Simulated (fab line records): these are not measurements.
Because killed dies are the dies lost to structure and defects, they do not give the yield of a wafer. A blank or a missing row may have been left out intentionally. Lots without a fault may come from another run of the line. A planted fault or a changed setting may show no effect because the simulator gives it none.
Split-lot experiment | flow n5Finfet | route with 1938 steps; 7 lots, 21 wafers read

## ON THE SPLIT
At N5_MOL_CONTACT_COAG_EXPOSE_81 (exposes mask VG, defocus 0 nm), the setting doseMj was moved away from the recipe's 59.5 on 9 of the 21 wafers read, by -4.4% to +7.1%. For the rest of the wafers, this setting stayed at what the recipe calls for.

## FROM THE SPLIT TO THE READING: what the file shows between them, 5 steps
- N5_MOL_CONTACT_COAG_PEB_82: peb time 60 s
- N5_MOL_CONTACT_COAG_DEVELOP_83: develop time 30 s
- N5_MOL_CONTACT_COAG_CD_MEAS_84: target cd 25.1 nm
- N5_MOL_CONTACT_COAG_PRECLEAN_144: cleans in alkaline clean, time 60 s
- N5_MOL_CONTACT_COAG_SRD_145: time 30 s

## THE READING
cdNm at N5_MOL_CONTACT_COAG_CD_MEAS_137, given in nm (cd target 16 nm). Typical for fault-free wafers on this fab line: 15.9 nm, with standard deviation 0.32 nm.

wafer  | tool, chamber at the split | doseMj as run | against the recipe | cdNm, nm | against lot-mates on the recipe
L080.2 | euvScanner-01, 0           | 59.5          | recipe             | 15.7     | -
L080.3 | euvScanner-01, 0           | 61.8          | +3.9%              | 16.4     | +0.7
L080.4 | euvScanner-01, 0           | 61.8          | +3.9%              | 16.9     | +1.2
L081.1 | euvScanner-02, 0           | 63.23         | +6.3%              | 17.2     | +1.4
L081.4 | euvScanner-02, 0           | 59.5          | recipe             | 16.0     | -
L081.5 | euvScanner-02, 0           | 59.5          | recipe             | 15.6     | -
L085.1 | euvScanner-01, 0           | 59.5          | recipe             | 15.7     | -
L085.2 | euvScanner-01, 0           | 59.5          | recipe             | 15.7     | -
L085.5 | euvScanner-01, 0           | 59.5          | recipe             | 15.7     | -
L086.2 | euvScanner-02, 0           | 63.75         | +7.1%              | 16.7     | +1.2
L086.4 | euvScanner-02, 0           | 59.5          | recipe             | 15.5     | -
L086.6 | euvScanner-02, 0           | 63.75         | +7.1%              | 17.2     | +1.7
L088.3 | euvScanner-02, 0           | 59.5          | recipe             | 16.2     | -
L088.4 | euvScanner-02, 0           | 59.5          | recipe             | 16.0     | -
L088.5 | euvScanner-02, 0           | 56.9          | -4.4%              | 14.6     | -1.5
L089.3 | euvScanner-02, 0           | 59.5          | recipe             | 16.1     | -
L089.4 | euvScanner-02, 0           | 62.62         | +5.2%              | 17.6     | +1.5
L089.6 | euvScanner-02, 0           | 62.62         | +5.2%              | 17.3     | +1.2
L097.1 | euvScanner-01, 0           | 59.5          | recipe             | 15.9     | -
L097.3 | euvScanner-01, 0           | 62.87         | +5.7%              | 17.0     | +1.3
L097.6 | euvScanner-01, 0           | 59.5          | recipe             | 15.5     | -

THE FIT
A straight line over all 21 wafers: cdNm changes by +0.222 nm for each +1% of doseMj; r = +0.92; the points scatter about the line by 0.31 nm.
The same after taking each lot's own level away (the mean of its wafers on the recipe; 21 wafers): +0.24 nm for each +1%; r = +0.97; scatter 0.21 nm.
Per that fit: largest doseMj move, reading shift of 1.7 nm.
The lots' own levels span 15.50 to 16.10 nm, that is 1.9 times the standard deviation above.
Hence the lot-to-lot level has little effect on the slope; both slopes agree.
Check: +1.78 nm against its lot-mates is what the line predicts for one of the wafers moved furthest among these (+7.1%) when that wafer is left out of the fit. Against them it came out at +1.2 nm.

## FURTHER SPLITS ON THESE WAFERS
These wafers also went through other splits before the reading. Each is held against what the fit with the lots' levels taken away leaves over:
other split on the same wafers       | wafers away from the commonest value | r with cdNm (lot level and that fit taken away)
N5_HKMG_FIN_COAT_66 spinRpm          | 9                                    | -0.20
N5_MOL_CONTACT_COAG_ALD_27 aldCycles | 6                                    | -0.06

## THE WHOLE CHAIN: every reading that the file lists as answering this split, in the file's order
step                            | what it does      | reading | change (the file's fit)               | r (the file's)
N5_MOL_CONTACT_COAG_CD_MEAS_84  | target cd 25.1 nm | cdNm    | +0.201 nm for each +1% of the setting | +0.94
N5_MOL_CONTACT_COAG_CD_MEAS_137 | target cd 16 nm   | cdNm    | +0.241 nm for each +1% of the setting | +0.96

## FILE'S OWN FIT
cdNm changes by +0.241 nm for each +1% of doseMj, r = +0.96.
